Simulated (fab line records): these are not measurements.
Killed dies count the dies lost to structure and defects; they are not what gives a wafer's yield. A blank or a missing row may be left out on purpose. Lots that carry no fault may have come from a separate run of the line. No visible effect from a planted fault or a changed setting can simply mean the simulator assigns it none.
Matching of chambers    flow n5Finfet    4 sister chambers for N5_BEOL_M6_ETCH_66 on rieDiel-04
The step etches SOC in N2/H2, target depth 80 nm, overetch 16 nm, time 120 s. 16 wafers are shown with their chamber, then 8 later ones without.

## EACH WAFER AND ITS CHAMBER
wafer   chamber  throttleValvePct (%)  showerheadPlenumPTorr (Torr)  drypumpMotorCurrentA (A)
L076.1  2        17.82                 2.67                          5.9
L076.3  0        18.12                 2.70                          5.9
L076.6  2        17.81                 2.67                          6.0
L080.1  1        17.54                 2.60                          5.8
L080.3  2        17.84                 2.67                          6.0
L080.5  2        17.82                 2.67                          6.0
L083.1  3        17.13                 2.72                          5.8
L083.5  0        18.14                 2.70                          5.9
L083.6  1        17.54                 2.59                          5.8
L084.3  0        18.14                 2.70                          5.9
L084.4  2        17.83                 2.66                          6.0
L084.6  2        17.83                 2.66                          5.9
L091.2  0        18.18                 2.70                          5.9
L091.3  3        17.18                 2.71                          5.8
L091.5  1        17.57                 2.59                          5.8
L093.3  2        17.86                 2.65                          6.0

SIGNATURES (means of the wafers above)
reading                chamber 0  chamber 1  chamber 2  chamber 3  scatter within a chamber
throttleValvePct       18.1450    17.5500    17.8300    17.1550    0.0211
showerheadPlenumPTorr  2.7000     2.5933     2.6643     2.7150     0.00638
drypumpMotorCurrentA   5.900      5.800      5.971      5.800      0.0345
Rule: for each reading, subtract the chamber's mean from the wafer's reading, divide by that reading's scatter and square the result; add these up over the readings and take the root, which gives the wafer's distance from the chamber. The wafer belongs to the nearest chamber; if the next one is less than 2 further off, it can't be placed. The scatter is the square root of a quotient: the sum, over the shown wafers, of each reading's squared deviation from its chamber's mean, divided by wafers minus chambers.

## WAFERS WHOSE CHAMBER IS MISSING
wafer   throttleValvePct (%)  showerheadPlenumPTorr (Torr)  drypumpMotorCurrentA (A)
L093.5  17.57                 2.59                          5.8
L093.6  18.17                 2.69                          5.9
L092.1  17.19                 2.71                          5.8
L092.2  17.58                 2.59                          5.9
L092.5  18.18                 2.69                          5.9
L095.2  17.21                 2.70                          5.8
L095.5  17.20                 2.70                          5.8
L095.6  17.89                 2.65                          6.0

## THE CHAMBER EACH PASSED THROUGH
wafer   from the rows above  in truth
L093.5  1                    1
L093.6  0                    0
L092.1  3                    3
L092.2  1                    1
L092.5  0                    0
L095.2  3                    3
L095.5  3                    3
L095.6  2                    2
Placed correctly: 8 of 8. Number that these rows cannot place: 0. Number placed wrongly: 0.
